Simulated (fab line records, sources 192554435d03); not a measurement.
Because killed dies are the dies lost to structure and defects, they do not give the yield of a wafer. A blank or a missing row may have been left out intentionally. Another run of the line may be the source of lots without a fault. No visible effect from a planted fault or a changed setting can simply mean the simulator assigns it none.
fab line records -- flow n5Finfet
record lots=5, wafers=15, lastDay=16
route steps=1938 shown BEOL_M4@1099 BEOL_M5@1112 MIM_TOP_ETCH@1851 PASSIVATION@1936
lots untouched by any fault: they come from a run of this same line in which no faults occurred
startH: hours from the record's opening day to when the first of the lot's shown wafers began -- waitH: hours since the lot's step before -- " repeats the value in the row above -- L1.1+2: one row covering several wafers at once -- - no value, or no start given -- * or withheld: withheld -- < > ~ a bound
route shown NAME@n: NAME is a module with steps in the file, n the number in the route of the first one -- usual: mean and standard deviation over wafers with no fault -- same: alike in all rows -- chamber/n: place in a boat -- sites: per-site readings -- _std_site: standard deviation across them -- _edge_site: inner sites' mean taken away from outer sites' mean -- radiusMm: for every site, how far away it sits from the centre of the wafer -- mask NAME#n: copy n -- behind: the last tool/chamber to shape the wafer -- hold: cause of the lot's hold/its duration in hours/its outcome -- device: the n, p or np transistor that did not switch -- end of line: tests run on the same wafers once the route is complete -- a step without rows: its recipe alone -- killed: count of dies lost to structure and defects at first sort (not the wafer's yield) -- map: a wafer's dies, x killed, . not, _ none there
set.NAME: setting as actually run; set.NAME@STEP: the setting as run at that earlier step -- model.NAME: the simulator's own value behind a step, which no gauge read
certain route steps with their lots: each step a table, each wafer a row
services: from which hour (startH, from the record's first day; less than 0 if before it) a tool's chamber was out of use, for how many hours, and why
## steps
# step N5_BEOL_M4_ANNEAL_95
# recipe tempC=400, timeS=240, ambient=vacuum
# step N5_BEOL_M4_SPUTTER_96
# recipe material=Cu, targetThkA=45, tempC=-20, chamberPressurePa=0.07, powerW=withheld, timeS=8.29
# step N5_BEOL_M4_ECD_50
# recipe material=Cu, targetThkA=3000
# step N5_BEOL_M4_ANNEAL_51
# recipe tempC=225, timeS=90, ambient=N2
# step N5_BEOL_M4_CMP_52
# recipe stopOn=SiOC, tOverpolishS=6.8, downForcePsi=1, platenRpm=50, clearingPlatenDownForcePsi=1.5, clearingPlatenRpm=50, postCmpClean=cuAlkaline, targetThkNm=40, clearingPlatenPadVelocityMS=0.99484, padVelocityMS=0.99484
# step N5_BEOL_M4_PRE_CLEAN_60
# recipe gas=NH3/H2, timeS=15, tempC=*, rfPowerW=300
# step N5_BEOL_M4_CO_CAP_55
# recipe material=Co, targetThkA=20, tempC=200, precursor=CCTBA/H2, pressureTorr=30, timeS=102.1
# step N5_BEOL_M4_PRE_CLEAN_56
# recipe gas=NH3, timeS=15, tempC=withheld, rfPowerW=300
# step N5_BEOL_M4_DEP_57
# recipe material=SiCN, targetThkA=80, tempC=withheld, precursor=3MS/NH3, pressureTorr=3, rfW=202, timeS=14
# step N5_BEOL_M4_RC_MEAS_101
# usual DIBL_N=36.3/1, DIBL_P=36.2/1.4, IOFF_N=0.157/0.021, IOFF_P=0.206/0.025, ION_N=673/9, ION_P=461/6.4, SS_N=71.5/0.5, SS_P=73.2/0.47, VT_N=249.9/2.4, VT_P=-250.6/2.9
lot.wafer,tool,chamber,startH,waitH,DIBL_N[mV/V],DIBL_P[mV/V],IOFF_N[nA/um],IOFF_P[nA/um],ION_N[uA/um],ION_P[uA/um],SS_N[mV/dec],SS_P[mV/dec],VT_N[mV],VT_P[mV]
L261.2,prober-01,0,201.70,0.2,38.3,36.8,0.173,0.210,677,462,71.7,73.0,248.6,-252.0
L261.4,prober-01,0,201.70,0.2,37.3,36.1,0.155,0.206,684,468,71.7,73.3,248.2,-249.6
L261.5,prober-01,0,201.70,0.2,37.6,37.2,0.176,0.225,683,464,71.7,73.3,246.7,-250.1
L266.1,prober-01,0,233.89,0.0,36.4,36.5,0.167,0.216,683,464,71.9,72.3,247.8,-248.5
L266.3,prober-01,0,233.89,0.0,35.2,35.3,0.140,0.192,667,462,71.3,73.0,250.2,-251.0
L266.5,prober-01,0,233.89,0.0,37.2,37.3,0.179,0.237,681,470,71.3,73.4,247.5,-245.6
L267.3,prober-02,0,237.44,0.3,38.8,39.5,0.204,0.247,677,460,72.6,74.1,248.8,-250.0
L267.5,prober-02,0,237.44,0.3,36.2,36.4,0.145,0.191,665,457,72.5,73.2,256.0,-251.6
L267.6,prober-02,0,237.44,0.3,36.1,36.1,0.147,0.190,677,464,72.6,72.7,251.3,-252.7
L268.1,prober-01,0,247.18,0.0,33.5,32.4,0.125,0.165,663,447,71.0,73.2,252.8,-254.5
L268.3,prober-01,0,247.18,0.0,36.0,35.7,0.155,0.204,667,454,71.0,73.5,251.8,-250.8
L268.4,prober-01,0,247.18,0.0,37.6,37.8,0.190,0.232,675,455,72.0,73.8,250.0,-248.7
L274.2,prober-02,0,281.26,0.2,36.6,34.8,0.135,0.168,669,453,70.4,73.2,254.0,-258.1
L274.3,prober-02,0,281.26,0.2,37.9,36.4,0.154,0.194,660,451,71.8,73.4,250.3,-253.6
L274.6,prober-02,0,281.26,0.2,35.5,33.2,0.115,0.150,644,440,71.3,72.7,256.4,-258.1
# step N5_BEOL_M5_ILD_DEP_00
# recipe material=SiCOH_lowk, targetThkA=1406.4, tempC=300, precursor=DEMS/porogen, pressureTorr=5, rfW=500, timeS=25.9
# step N5_BEOL_M5_CURE_79
# recipe tempC=385, timeS=240, ambient=He/Ar, material=SiCOH_lowk
# step N5_BEOL_M5_PECVD_70
# recipe material=SiO2, targetThkA=160, tempC=400, precursor=TEOS/O2, pressureTorr=5.5, rfW=450, teosFlowSccm=53.8, gas=O2, flowSccm=3000, timeS=18
# step N5_BEOL_M5_HM_DEP_02
# recipe material=TiN, targetThkA=200, tempC=25, chamberPressurePa=0.49996
# step N5_BEOL_M5_COAT_59
# recipe resist=SOC, tempC=250, timeS=60, spinRpm=1500, resistThkNm=60
# step N5_BEOL_M5_COAT_60
# recipe resist=SiARC, tempC=220, timeS=60, spinRpm=1500, resistThkNm=12
# step N5_BEOL_M5_COAT_71
# recipe resist=underlayer, tempC=205, timeS=60, spinRpm=1500, resistThkNm=5
# step N5_BEOL_M5_COAT_05
# recipe resist=CAR-EUV, spinRpm=1500, resistThkNm=30
# step N5_BEOL_M5_EBR_07
# recipe solvent=PGMEA, ebrWidthMm=1.5
# step N5_BEOL_M5_SOFTBAKE_06
# recipe tempC=110, timeS=60, resist=CAR-EUV
# step N5_BEOL_M5_EXPOSE_08
# recipe maskId=M5, na=0.33, sourceShape=annular, sigmaInner=0.4, sigmaOuter=0.8, polarization=unpolarized, targetCdNm=28, doseMj=35.75
# step N5_BEOL_M5_PEB_09
# recipe pebTempC=100, pebTimeS=60, resist=CAR-EUV
# step N5_BEOL_M5_DEVELOP_10
# recipe developTimeS=30, developer=TMAH, resist=CAR-EUV, rinseLiquid=surfactantRinse, dry=airSpin, devTempC=23
# step N5_BEOL_M5_DESCUM_16
# recipe chemistry=O2, timeS=7, sourcePowerW=50, biasPowerW=20, pressureMtorr=20, rfFrequencyHz=2.712e+07, tempC=40, resist=CAR-EUV, o2FlowSccm=225
# step N5_BEOL_M5_ETCH_72
# recipe chemistry=N2/H2, target=underlayer, targetDepthA=65, maskMaterial=CAR-EUV, timeS=5.2, ionEnergyEv=200, pressureMtorr=30, sourceW=840, biasW=150, n2FlowSccm=200, h2FlowSccm=200, ends=cleared
# step N5_BEOL_M5_ETCH_61
# recipe chemistry=CF4, target=SiARC, targetDepthA=156, maskMaterial=CAR-EUV, timeS=26, ionEnergyEv=80, pressureMtorr=40, sourceW=545, biasW=36, Ar_flow_sccm=100, cf4FlowSccm=100, ends=cleared
# step N5_BEOL_M5_ETCH_62
# recipe chemistry=N2/H2, target=SOC, targetDepthA=750, overetchA=150, maskMaterial=SiARC, tempC=40, timeS=112.5, ionEnergyEv=200, pressureMtorr=30, sourceW=840, biasW=150, n2FlowSccm=200, h2FlowSccm=200
# step N5_BEOL_M5_STRIP_63
# recipe chemistry=N2/H2, tempC=40, n2FlowSccm=200, h2FlowSccm=200, rfFrequencyHz=6e+07
# step N5_BEOL_M5_STRIP_73
# recipe chemistry=N2/H2, tempC=40, n2FlowSccm=200, h2FlowSccm=200, rfFrequencyHz=6e+07
# step N5_BEOL_M5_STRIP_64
# recipe chemistry=CF4, resist=SiARC, powerW=300, biasPowerW=75, pressureMtorr=50, cf4FlowSccm=150, rfFrequencyHz=6e+07
# step N5_BEOL_M5_HM_OPEN_17
# recipe chemistry=Cl2/BCl3, targetDepthA=200, overetchA=60, target=TiN, maskMaterial=SOC, ionEnergyEv=150, pressureMtorr=10, icpW=1000, biasW=126, Cl2_flow_sccm=53.25, bcl3FlowSccm=21.75, Ar_flow_sccm=25
# step N5_BEOL_M5_STRIP_19
# recipe chemistry=O2, powerW=400, tempC=40, pressureMtorr=30, rfFrequencyHz=6e+07, biasPowerW=0, overashFraction=0.2, o2FlowSccm=225
# step N5_BEOL_M5_COAT_65
# recipe resist=SOC, tempC=250, timeS=60, spinRpm=1500, resistThkNm=60
# step N5_BEOL_M5_COAT_66
# recipe resist=SiARC, tempC=220, timeS=60, spinRpm=1500, resistThkNm=12
# step N5_MIM_TOP_ETCH_ETCH_00
# recipe chemistry=Cl2/BCl3, target=TiN, targetDepthA=385, ionEnergyEv=150, pressureMtorr=10, icpW=1000, biasW=126, Cl2_flow_sccm=53.25, bcl3FlowSccm=21.75, Ar_flow_sccm=25
# usual bcl3FlowSccm=21.76/0.066, biasW=126.0/0.33, drypumpMotorCurrentA=5.9/0.4, oesProductAu=0.78/0.07, throttleValvePct=22.74/0.12
lot.wafer,tool,chamber,startH,waitH,bcl3FlowSccm,biasW,drypumpMotorCurrentA,oesProductAu,rfHoursCounterH,throttleValvePct,model.coat_of_MIM_TOP_LITHO_COAT_02.thkNm
L261.2,rieMetal-02,1,293.13,0.1,21.73,126.1,6.0,0.78,38,22.67,*
L261.4,rieMetal-02,1,293.13,0.1,21.79,125.5,6.0,0.78,-,22.65,*
L261.5,rieMetal-02,1,293.13,0.1,21.70,126.1,6.0,0.78,-,22.65,*
L266.1,rieMetal-02,1,313.74,0.1,-,-,-,-,-,-,*
L266.3,rieMetal-02,0,313.74,0.1,-,-,-,-,-,-,*
L266.5,rieMetal-02,0,313.74,0.1,-,-,-,-,-,-,*
L267.3,rieMetal-01,0,325.83,0.1,-,-,-,-,-,-,*
L267.5,rieMetal-01,0,325.83,0.1,-,-,-,-,-,-,*
L267.6,rieMetal-01,1,325.83,0.1,-,-,-,-,-,-,*
L268.1,rieMetal-03,1,336.46,0.1,-,-,-,-,-,-,*
L268.3,rieMetal-03,1,336.46,0.1,-,-,-,-,-,-,*
L268.4,rieMetal-03,0,336.46,0.1,-,-,-,-,-,-,*
L274.2,rieMetal-01,1,380.28,0.1,21.68,125.7,5.4,0.86,14,22.66,*
L274.3,rieMetal-01,0,380.28,0.1,21.72,126.0,6.2,0.68,-,22.61,*
L274.6,rieMetal-01,0,380.28,0.1,21.85,126.2,6.3,0.68,-,22.60,*
# step N5_PASSIVATION_PROBE_49
# usual defectLimitedYield=91.1/1.3, killed_at_M0_to_M3=36/10, killed_at_M4_up=14/4.4, killedAtContacts=14/5.7, killedAtFrontEnd=39/9.4, killedAtOther=2.9/2.6, killedDies=105/15, killedOnRim=14/3.5, killedOpen=70/12, killedShort=34/7.1, sort_bin_5_function=5.3/0.77, sort_bin_6_memory=3.3/0.66, sort_bin_8_speed=0.00/0.007, sortNPass=1075/15, sortYieldPct=91.1/1.3
# same grossDies=1180, killedAtBackSide=0, sort_bin_4_leakage[%]=0
lot.wafer,tool,chamber,startH,waitH,defectLimitedYield[%],killed_at_M0_to_M3,killed_at_M4_up,killedAtContacts,killedAtFrontEnd,killedAtOther,killedDies,killedOnRim,killedOpen,killedShort,sort_bin_5_function[%],sort_bin_6_memory[%],sort_bin_8_speed[%],sortNPass,sortYieldPct[%]
L261.2,prober-02,-,303.62,0.1,89.5,45,21,18,34,6,124,17,86,37,5.9,4.4,0,1056,89.5
L261.4,prober-02,-,303.72,0.2,91.4,29,13,24,31,4,101,12,67,32,5.0,3.3,0,1079,91.4
L261.5,prober-02,-,303.77,0.2,90.7,41,14,24,31,0,110,15,74,35,5.0,4.0,0,1070,90.7
L266.1,prober-02,-,323.88,0.0,0,37,12,5,37,1089,1180,152,72,26,97.1,2.6,0,0,0
L266.3,prober-02,-,323.98,0.1,0,38,9,16,36,1081,1180,152,75,32,95.2,4.7,0,0,0
L266.5,prober-02,-,324.08,0.2,0,36,11,10,27,1096,1180,152,46,47,96.7,2.8,0,0,0
L267.3,prober-01,-,336.33,0.1,0,37,17,19,33,1074,1180,152,74,33,96.3,3.4,0,0,0
L267.5,prober-01,-,336.43,0.2,0,23,13,23,67,1054,1180,152,92,37,95.5,4.2,0,0,0
L267.6,prober-01,-,336.48,0.3,0,23,19,18,38,1082,1180,152,70,29,96.8,3.0,0,0,0
L268.1,prober-01,-,345.64,0.0,0,37,11,7,38,1087,1180,152,65,31,95.8,3.9,0,0,0
L268.3,prober-01,-,345.74,0.1,0,48,11,13,36,1072,1180,152,68,44,96.2,3.1,0,0,0
L268.4,prober-01,-,345.79,0.2,0,38,14,14,27,1087,1180,152,63,32,96.6,3.2,0,0,0
# killed by level:class
L261.2 MOL_CONTACT_COAG:geometricParticle:open=15 BEOL_M0_SAQP:geometricParticle:open=15 BEOL_M0_SAQP:geometricParticle:short=14 BEOL_M4:geometricParticle:open=13 STI_FIN_REVEAL:geometricParticle:open=11 FIN_SAQP:geometricParticle:short=6 FIN_SAQP:geometricParticle:open=4 BEOL_M1:geometricParticle:open=4
L261.4 MOL_CONTACT_COAG:geometricParticle:open=22 FIN_SAQP:geometricParticle:short=10 BEOL_M0_SAQP:geometricParticle:open=8 BEOL_M3:geometricParticle:open=8 FIN_SAQP:geometricParticle:open=6 STI_FIN_REVEAL:geometricParticle:open=5 BEOL_M0_SAQP:geometricParticle:short=4 BEOL_M1:geometricParticle:open=4
L261.5 MOL_CONTACT_COAG:geometricParticle:open=18 BEOL_M0_SAQP:geometricParticle:open=13 BEOL_M0_SAQP:geometricParticle:short=13 FIN_SAQP:geometricParticle:short=7 FIN_SAQP:geometricParticle:open=6 STI_FIN_REVEAL:geometricParticle:open=6 MOL_CONTACT_COAG:geometricParticle:short=6 BEOL_M0:geometricParticle:open=5
L266.1 MIM_TOP_ETCH:areaEtch=1081 STI_FIN_REVEAL:geometricParticle:open=10 BEOL_M1:geometricParticle:open=9 STARTING-WAFER:geometricParticle:open=8 BEOL_M2:geometricParticle:open=7 BEOL_M3:geometricParticle:open=7 BEOL_M0_SAQP:geometricParticle:short=6 BEOL_M0_SAQP:geometricParticle:open=5
L266.3 MIM_TOP_ETCH:areaEtch=1073 MOL_CONTACT_COAG:geometricParticle:open=14 BEOL_M0_SAQP:geometricParticle:open=10 STI_FIN_REVEAL:geometricParticle:open=9 BEOL_M0_SAQP:geometricParticle:short=7 FIN_SAQP:geometricParticle:open=6 BEOL_M1:geometricParticle:open=6 BEOL_M2:geometricParticle:open=6
L266.5 MIM_TOP_ETCH:areaEtch=1086 BEOL_M0_SAQP:geometricParticle:short=11 BEOL_M2:geometricParticle:open=11 FIN_SAQP:geometricParticle:short=6 MOL_CONTACT_COAG:geometricParticle:open=6 BEOL_M3:geometricParticle:open=6 STI_FIN_REVEAL:geometricParticle:open=5 STARTING-WAFER:geometricParticle:short=5
L267.3 MIM_TOP_ETCH:areaEtch=1073 MOL_CONTACT_COAG:geometricParticle:open=13 BEOL_M2:geometricParticle:open=12 FIN_SAQP:geometricParticle:open=7 DUMMY_GATE:geometricParticle:open=7 MOL_CONTACT_COAG:geometricParticle:short=6 BEOL_M0_SAQP:geometricParticle:short=5 BEOL_M0_SAQP:geometricParticle:open=5
L267.5 MIM_TOP_ETCH:areaEtch=1051 FIN_SAQP:geometricParticle:open=26 MOL_CONTACT_COAG:geometricParticle:open=17 FIN_SAQP:geometricParticle:short=13 STI_FIN_REVEAL:geometricParticle:open=8 GATE_CUT:geometricParticle:open=7 MOL_CONTACT_COAG:geometricParticle:short=6 BEOL_M0_SAQP:geometricParticle:open=4
L267.6 MIM_TOP_ETCH:areaEtch=1080 MOL_CONTACT_COAG:geometricParticle:open=16 FIN_SAQP:geometricParticle:open=9 STI_FIN_REVEAL:geometricParticle:open=7 FIN_SAQP:geometricParticle:short=6 BEOL_M0_SAQP:geometricParticle:open=6 BEOL_M4:geometricParticle:open=6 GATE_CUT:geometricParticle:short=5
L268.1 MIM_TOP_ETCH:areaEtch=1084 STI_FIN_REVEAL:geometricParticle:open=13 BEOL_M2:geometricParticle:open=9 BEOL_M3:geometricParticle:open=9 BEOL_M2:geometricParticle:short=6 GATE_CUT:geometricParticle:short=5 MOL_CONTACT_COAG:geometricParticle:open=5 FIN_SAQP:geometricParticle:open=4
L268.3 MIM_TOP_ETCH:areaEtch=1068 FIN_SAQP:geometricParticle:short=10 BEOL_M0_SAQP:geometricParticle:open=9 BEOL_M1:geometricParticle:open=9 MOL_CONTACT_COAG:geometricParticle:open=8 BEOL_M0_SAQP:geometricParticle:short=8 BEOL_M3:geometricParticle:open=8 STI_FIN_REVEAL:geometricParticle:open=6
L268.4 MIM_TOP_ETCH:areaEtch=1083 MOL_CONTACT_COAG:geometricParticle:open=11 BEOL_M3:geometricParticle:open=9 BEOL_M0_SAQP:geometricParticle:short=8 BEOL_M4:geometricParticle:open=8 BEOL_M0_SAQP:geometricParticle:open=7 BEOL_M1:geometricParticle:open=6 FIN_SAQP:geometricParticle:open=4
# map L266.1 (x killed, . not)
_________________xxxxxxxxxxxx________________
______________xxxxxxxxxxxxxxxxxx_____________
___________xxxxxxxxxxxxxxxxxxxxxxxx__________
__________xxxxxxxxxxxxxxxxxxxxxxxxxx_________
________xxxxxxxxxxxxxxxxxxxxxxxxxxxxxx_______
_______xxxxxxxxxxxxxxxxxxxxxxxxxxxxxxxx______
______xxxxxxxxxxxxxxxxxxxxxxxxxxxxxxxxxx_____
_____xxxxxxxxxxxxxxxxxxxxxxxxxxxxxxxxxxxx____
____xxxxxxxxxxxxxxxxxxxxxxxxxxxxxxxxxxxxxx___
___xxxxxxxxxxxxxxxxxxxxxxxxxxxxxxxxxxxxxxxx__
___xxxxxxxxxxxxxxxxxxxxxxxxxxxxxxxxxxxxxxxx__
__xxxxxxxxxxxxxxxxxxxxxxxxxxxxxxxxxxxxxxxxxx_
__xxxxxxxxxxxxxxxxxxxxxxxxxxxxxxxxxxxxxxxxxx_
_xxxxxxxxxxxxxxxxxxxxxxxxxxxxxxxxxxxxxxxxxxxx
_xxxxxxxxxxxxxxxxxxxxxxxxxxxxxxxxxxxxxxxxxxxx
_xxxxxxxxxxxxxxxxxxxxxxxxxxxxxxxxxxxxxxxxxxxx
_xxxxxxxxxxxxxxxxxxxxxxxxxxxxxxxxxxxxxxxxxxxx
_xxxxxxxxxxxxxxxxxxxxxxxxxxxxxxxxxxxxxxxxxxxx
_xxxxxxxxxxxxxxxxxxxxxxxxxxxxxxxxxxxxxxxxxxxx
_xxxxxxxxxxxxxxxxxxxxxxxxxxxxxxxxxxxxxxxxxxxx
_xxxxxxxxxxxxxxxxxxxxxxxxxxxxxxxxxxxxxxxxxxxx
__xxxxxxxxxxxxxxxxxxxxxxxxxxxxxxxxxxxxxxxxxx_
__xxxxxxxxxxxxxxxxxxxxxxxxxxxxxxxxxxxxxxxxxx_
___xxxxxxxxxxxxxxxxxxxxxxxxxxxxxxxxxxxxxxxx__
___xxxxxxxxxxxxxxxxxxxxxxxxxxxxxxxxxxxxxxxx__
____xxxxxxxxxxxxxxxxxxxxxxxxxxxxxxxxxxxxxx___
_____xxxxxxxxxxxxxxxxxxxxxxxxxxxxxxxxxxxx____
______xxxxxxxxxxxxxxxxxxxxxxxxxxxxxxxxxx_____
_______xxxxxxxxxxxxxxxxxxxxxxxxxxxxxxxx______
________xxxxxxxxxxxxxxxxxxxxxxxxxxxxxx_______
__________xxxxxxxxxxxxxxxxxxxxxxxxxx_________
___________xxxxxxxxxxxxxxxxxxxxxxxx__________
______________xxxxxxxxxxxxxxxxxx_____________
_________________xxxxxxxxxxxx________________
# map L267.3 (x killed, . not)
_________________xxxxxxxxxxxx________________
______________xxxxxxxxxxxxxxxxxx_____________
___________xxxxxxxxxxxxxxxxxxxxxxxx__________
__________xxxxxxxxxxxxxxxxxxxxxxxxxx_________
________xxxxxxxxxxxxxxxxxxxxxxxxxxxxxx_______
_______xxxxxxxxxxxxxxxxxxxxxxxxxxxxxxxx______
______xxxxxxxxxxxxxxxxxxxxxxxxxxxxxxxxxx_____
_____xxxxxxxxxxxxxxxxxxxxxxxxxxxxxxxxxxxx____
____xxxxxxxxxxxxxxxxxxxxxxxxxxxxxxxxxxxxxx___
___xxxxxxxxxxxxxxxxxxxxxxxxxxxxxxxxxxxxxxxx__
___xxxxxxxxxxxxxxxxxxxxxxxxxxxxxxxxxxxxxxxx__
__xxxxxxxxxxxxxxxxxxxxxxxxxxxxxxxxxxxxxxxxxx_
__xxxxxxxxxxxxxxxxxxxxxxxxxxxxxxxxxxxxxxxxxx_
_xxxxxxxxxxxxxxxxxxxxxxxxxxxxxxxxxxxxxxxxxxxx
_xxxxxxxxxxxxxxxxxxxxxxxxxxxxxxxxxxxxxxxxxxxx
_xxxxxxxxxxxxxxxxxxxxxxxxxxxxxxxxxxxxxxxxxxxx
_xxxxxxxxxxxxxxxxxxxxxxxxxxxxxxxxxxxxxxxxxxxx
_xxxxxxxxxxxxxxxxxxxxxxxxxxxxxxxxxxxxxxxxxxxx
_xxxxxxxxxxxxxxxxxxxxxxxxxxxxxxxxxxxxxxxxxxxx
_xxxxxxxxxxxxxxxxxxxxxxxxxxxxxxxxxxxxxxxxxxxx
_xxxxxxxxxxxxxxxxxxxxxxxxxxxxxxxxxxxxxxxxxxxx
__xxxxxxxxxxxxxxxxxxxxxxxxxxxxxxxxxxxxxxxxxx_
__xxxxxxxxxxxxxxxxxxxxxxxxxxxxxxxxxxxxxxxxxx_
___xxxxxxxxxxxxxxxxxxxxxxxxxxxxxxxxxxxxxxxx__
___xxxxxxxxxxxxxxxxxxxxxxxxxxxxxxxxxxxxxxxx__
____xxxxxxxxxxxxxxxxxxxxxxxxxxxxxxxxxxxxxx___
_____xxxxxxxxxxxxxxxxxxxxxxxxxxxxxxxxxxxx____
______xxxxxxxxxxxxxxxxxxxxxxxxxxxxxxxxxx_____
_______xxxxxxxxxxxxxxxxxxxxxxxxxxxxxxxx______
________xxxxxxxxxxxxxxxxxxxxxxxxxxxxxx_______
__________xxxxxxxxxxxxxxxxxxxxxxxxxx_________
___________xxxxxxxxxxxxxxxxxxxxxxxx__________
______________xxxxxxxxxxxxxxxxxx_____________
_________________xxxxxxxxxxxx________________
## services
tool,chamber,startH,hours,kind
rieMetal-01,-,279.59,0.7,repair
## key
firstSign step=N5_MIM_TOP_ETCH_ETCH_00, reading=toolRecord, direction=missing
effect step=N5_PASSIVATION_PROBE_49, reading=killedAtOther, direction=up, sigmas=99+, usual=2.9, struck=1080.2
modelEffect step=N5_MIM_TOP_ETCH_ETCH_00, value=coat_of_MIM_TOP_LITHO_COAT_02.thkNm, without=*, struck=*
moreKillsBornAt N5_MIM_TOP_ETCH_ETCH_00@rieMetal-02=3240, N5_MIM_TOP_ETCH_ETCH_00@rieMetal-03=3235, N5_MIM_TOP_ETCH_ETCH_00@rieMetal-01=3204
metAt N5_MIM_TOP_ETCH_ETCH_00
struckWafers L266.1,L266.3,L266.5,L267.3,L267.5,L267.6,L268.1,L268.3,L268.4
laterRowsLeftOut L266.1,L266.3,L266.5,L267.3,L267.5,L267.6,L268.1,L268.3,L268.4
onsetBetween 293.13 313.74
fault kind=skippedStepWhole, tool=rieMetal-01,rieMetal-02,rieMetal-03, chamber=-, onsetH=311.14, steps=N5_MIM_TOP_ETCH_ETCH_00, scope=struckLotsOnly
# laterRowsLeftOut: the simulator's readings of these wafers behind a module that went badly wrong aren't trusted and aren't shown, but for the sort
